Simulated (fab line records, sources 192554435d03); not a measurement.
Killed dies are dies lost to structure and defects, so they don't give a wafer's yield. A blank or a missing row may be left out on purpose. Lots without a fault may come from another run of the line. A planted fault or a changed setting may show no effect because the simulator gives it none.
Chamber matching | flow n5_finfet | N5_BEOL_M3_STRIP_19 on rie_diel-05: 4 sister chambers
The step strips in O2. 4 wafers are shown with their chamber, then 9 later ones without.

WAFERS WITH THEIR CHAMBER
wafer  | chamber | drypump_motor_current_A (A)
L083.3 | 0       | 5.6
L087.4 | 3       | 5.7
L088.3 | 2       | 5.4
L088.5 | 1       | 5.8

WAFERS WITHOUT THEIR CHAMBER
wafer  | drypump_motor_current_A (A)
L090.1 | 5.6
L090.2 | 5.4
L090.3 | 5.8
L091.1 | 5.9
L091.2 | 5.6
L091.5 | 5.7
L093.1 | 5.9
L093.2 | 5.6
L093.5 | 5.8

WHICH CHAMBER EACH WENT THROUGH
wafer  | from the rows above | in truth
L090.1 | 0                   | 0
L090.2 | 2                   | 2
L090.3 | 1                   | 1
L091.1 | 1                   | 1
L091.2 | 0                   | 0
L091.5 | 3                   | 3
L093.1 | 1                   | 1
L093.2 | 0                   | 0
L093.5 | 1                   | 1
Placed correctly: 9 of 9. Can't be placed from these rows: 0. Placed wrongly: 0.
How it was worked out, from the rows above alone: a wafer's distance from a chamber is the root of the sum, over the readings, of the square of ((its reading less the chamber's mean) divided by the reading's scatter). The wafer belongs to the nearest chamber; if the next one is less than 2 further off, it can't be placed. A chamber's mean is the mean of its shown wafers. The scatter: with one shown wafer a chamber, the root of the mean of the squares of how far each hidden wafer lies from its nearest shown one.
